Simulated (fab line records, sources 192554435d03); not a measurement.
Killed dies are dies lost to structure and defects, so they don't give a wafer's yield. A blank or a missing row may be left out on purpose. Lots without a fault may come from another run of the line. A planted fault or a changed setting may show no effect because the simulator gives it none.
Chamber matching | flow n5_finfet | N5_MOL_CONTACT_COAG_ETCH_105 on rie_diel-06: 4 sister chambers
The step etches SiARC in CF4, target depth 15.6 nm, time 26 s. 16 wafers are shown with their chamber, then 8 later ones without.

WAFERS WITH THEIR CHAMBER
wafer  | chamber | drypump_motor_current_A (A) | showerhead_plenum_p_Torr (Torr) | rf_vpp_V (V)
L074.1 | 0       | 5.5                         | 2.24                            | 186.8
L074.2 | 2       | 5.4                         | 2.12                            | 183.0
L074.3 | 3       | 6.8                         | 2.22                            | 185.8
L077.1 | 3       | 6.8                         | 2.22                            | 185.9
L077.5 | 0       | 5.5                         | 2.24                            | 185.6
L077.6 | 3       | 6.9                         | 2.22                            | 185.6
L082.2 | 2       | 5.4                         | 2.11                            | 183.6
L082.5 | 1       | 5.4                         | 2.12                            | 185.5
L082.6 | 2       | 5.4                         | 2.11                            | 184.0
L091.1 | 0       | 5.5                         | 2.23                            | 186.8
L091.5 | 1       | 5.3                         | 2.11                            | 182.2
L091.6 | 2       | 5.4                         | 2.11                            | 182.4
L092.1 | 1       | 5.3                         | 2.11                            | 183.2
L092.2 | 3       | 6.8                         | 2.21                            | 184.5
L092.3 | 2       | 5.4                         | 2.10                            | 185.1
L093.1 | 1       | 5.4                         | 2.11                            | 184.0

SIGNATURES (means of the wafers above)
reading                  | chamber 0 | chamber 1 | chamber 2 | chamber 3 | scatter within a chamber
drypump_motor_current_A  | 5.500     | 5.350     | 5.400     | 6.825     | 0.0382
showerhead_plenum_p_Torr | 2.2367    | 2.1125    | 2.1100    | 2.2175    | 0.00589
rf_vpp_V                 | 186.400   | 183.725   | 183.620   | 185.450   | 1.01
Rule: a wafer's distance from a chamber is the root of the sum, over the readings, of the square of ((its reading less the chamber's mean) divided by the reading's scatter). The wafer belongs to the nearest chamber; if the next one is less than 2 further off, it can't be placed. The scatter: the root of (the sum of the squares of (reading less its chamber's mean) over the shown wafers, divided by (wafers less chambers)).

WAFERS WITHOUT THEIR CHAMBER
wafer  | drypump_motor_current_A (A) | showerhead_plenum_p_Torr (Torr) | rf_vpp_V (V)
L093.2 | 5.5                         | 2.22                            | 184.6
L093.4 | 6.8                         | 2.21                            | 184.1
L096.2 | 5.4                         | 2.10                            | 184.5
L096.4 | 5.5                         | 2.22                            | 185.6
L096.6 | 5.3                         | 2.11                            | 183.4
L097.3 | 6.8                         | 2.21                            | 184.8
L097.4 | 5.3                         | 2.11                            | 183.2
L097.5 | 5.4                         | 2.10                            | 182.2

WHICH CHAMBER EACH WENT THROUGH
wafer  | from the rows above     | in truth
L093.2 | 0                       | 0
L093.4 | 3                       | 3
L096.2 | can't be placed: 2 or 1 | 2
L096.4 | 0                       | 0
L096.6 | can't be placed: 1 or 2 | 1
L097.3 | 3                       | 3
L097.4 | can't be placed: 1 or 2 | 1
L097.5 | can't be placed: 2 or 1 | 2
Placed correctly: 4 of 8. Can't be placed from these rows: 4 (the true chamber is among the candidates in 4). Placed wrongly: 0.
